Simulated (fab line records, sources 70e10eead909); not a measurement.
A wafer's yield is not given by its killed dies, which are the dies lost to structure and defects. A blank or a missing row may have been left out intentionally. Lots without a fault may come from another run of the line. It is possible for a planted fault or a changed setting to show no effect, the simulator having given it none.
Which tool was responsible? ; flow nandHarc ; 13 lots, 39 wafers sampled, at 2 steps of a route of 1302

WHAT THE GAUGES SHOWED, per wafer
NHARC_P_GATE_CD_MEAS_11: target cd 1640 nm.
lot;measured;on;cdNm (nm)
L378;day 4 22:46;cdSem-01;1643.5 1641.2 1638.3
L379;day 5 10:38;cdSem-03;1640.3 1640.7 1639.8
L380;day 5 10:47;cdSem-01;1640.3 1642.0 1641.0
L381;day 6 01:01;cdSem-01;1640.0 1640.3 1640.0
L383;day 6 23:11;cdSem-02;1641.6 1641.5 1641.9
L385;day 7 20:55;cdSem-03;1638.5 1638.1 1638.1
L386;day 8 01:49;cdSem-01;1640.1 1640.8 1641.0
L387;day 8 16:50;cdSem-03;1639.2 1641.2 1640.8
L388;day 8 23:17;cdSem-02;- - -
L394;day 11 14:03;cdSem-03;1639.6 1641.2 1641.1
L398;day 13 08:33;cdSem-02;1641.3 1640.6 1641.9
L399;day 13 08:35;cdSem-01;1640.6 1640.5 1639.7
L400;day 13 21:57;cdSem-01;1637.5 1640.0 1641.6

EACH LOT AND THE TOOL THAT RAN IT (in order: tool; ch and the chambers of the sampled wafers; start)
lot;NHARC_P_GATE_EXPOSE_08
L378;krfScanner-04 ch 0, day 4 22:37
L379;krfScanner-03 ch 0, day 5 10:28
L380;krfScanner-04 ch 0, day 5 10:38
L381;krfScanner-03 ch 0, day 6 00:52
L383;krfScanner-03 ch 0, day 6 23:02
L385;krfScanner-03 ch 0, day 7 20:46
L386;krfScanner-01 ch 0, day 8 01:40
L387;krfScanner-03 ch 0, day 8 16:41
L388;krfScanner-01 ch 0, day 8 23:08
L394;krfScanner-03 ch 0, day 11 13:53
L398;krfScanner-01 ch 0, day 13 08:23
L399;krfScanner-01 ch 0, day 13 08:26
L400;krfScanner-03 ch 0, day 13 21:48
- NHARC_P_GATE_EXPOSE_08: exposes mask P HV.

AS READ BY THE TOOLS THEMSELVES (means over the sampled wafers that have a number; for cases with no such wafer, the mark the record gives instead)
NHARC_P_GATE_EXPOSE_08.
lot;tool;focusOffsetNm (nm)
L378;krfScanner-04;-0.6
L379;krfScanner-03;-0.1
L380;krfScanner-04;0.1
L381;krfScanner-03;-0.2
L383;krfScanner-03;0.1
L385;krfScanner-03;0.0
L386;krfScanner-01;-0.0
L387;krfScanner-03;0.4
L388;krfScanner-01;-0.3
L394;krfScanner-03;0.0
L398;krfScanner-01;-0.0
L399;krfScanner-01;-0.1
L400;krfScanner-03;-0.7

THE ANSWER, worked out from the rows above alone
Rule: what is usual is taken from the lots themselves. Put in order of their means at a reading, lots are off if they are a third of the lots or fewer, leave a main group of 4 or more, and stand apart from it by a gap of 3 or more times the standard deviation of the main group's means; of several such gaps the widest counts. If all means in a main group match to the digits the tables above print for the reading, that group is not used. A lot without any number at a reading at which 4 lots or more have one is off too. All remaining lots with rows at the step are treated as sound. Order of review: gauges by route order, followed by the tools' own readings, for which a lot's mean as printed above is used. The first step at which some lot is off is used, and at that step the reading that is off furthest; a lot without a number counts as furthest.
Off: L388 (NHARC_P_GATE_CD_MEAS_11, cdNm). Without a number there: L388. For the main group the mean is 1640.4 nm and the standard deviation 0.85.
A tool fits if, at a process step before that reading, it ran every lot that is off, and no sound lot after the first of them. Gauges at NHARC_P_GATE_CD_MEAS_11: tried the same way as those tools. None of those tried fits.

WHAT HAD BEEN PUT IN BY THE SIMULATOR
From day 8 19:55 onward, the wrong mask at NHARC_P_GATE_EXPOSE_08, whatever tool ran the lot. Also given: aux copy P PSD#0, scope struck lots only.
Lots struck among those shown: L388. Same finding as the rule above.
